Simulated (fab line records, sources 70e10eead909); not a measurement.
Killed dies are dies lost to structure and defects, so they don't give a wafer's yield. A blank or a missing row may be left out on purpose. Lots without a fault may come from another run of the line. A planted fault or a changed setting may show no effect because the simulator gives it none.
Which tool did it? | flow nand_harc | 6 lots, 18 wafers sampled, at 1 step of a route of 1159

WHAT THE GAUGES READ, wafer by wafer
NHARC_A_CHANNEL_FILL_D1_THK_MEAS_06: measures by ellipsometry.
lot  | measured     | on            | thk_nm (nm)
L876 | day 10 22:53 | film_metro-02 | 4.1 4.0 6.3
L877 | day 11 02:41 | film_metro-01 | 5.3 4.1 6.1
L881 | day 11 15:27 | film_metro-01 | 4.3 6.7 6.8
L889 | day 14 05:23 | film_metro-01 | 4.3 6.1 5.3
L890 | day 14 13:35 | film_metro-01 | 3.6 4.6 6.3
L895 | day 14 23:56 | film_metro-02 | 4.6 4.5 4.7

WHICH TOOL RAN EACH LOT (tool, then ch and the chambers of the sampled wafers, then the start)
The record holds no process step before these readings.

THE ANSWER, worked out from the rows above alone
Rule: what is usual is taken from the lots themselves. Put in order of their means at a reading, lots are off if they are a third of the lots or fewer, leave a main group of 4 or more, and stand apart from it by a gap of 3 or more times the standard deviation of the main group's means; of several such gaps the widest counts. A main group whose means are all the same, to the digits that the tables above print for the reading, isn't used. A lot without any number at a reading at which 4 lots or more have one is off too. The other lots that the step has rows for count as sound.
No lot is off at any reading shown: from this, nothing can be told.

WHAT THE SIMULATOR HAD PUT IN
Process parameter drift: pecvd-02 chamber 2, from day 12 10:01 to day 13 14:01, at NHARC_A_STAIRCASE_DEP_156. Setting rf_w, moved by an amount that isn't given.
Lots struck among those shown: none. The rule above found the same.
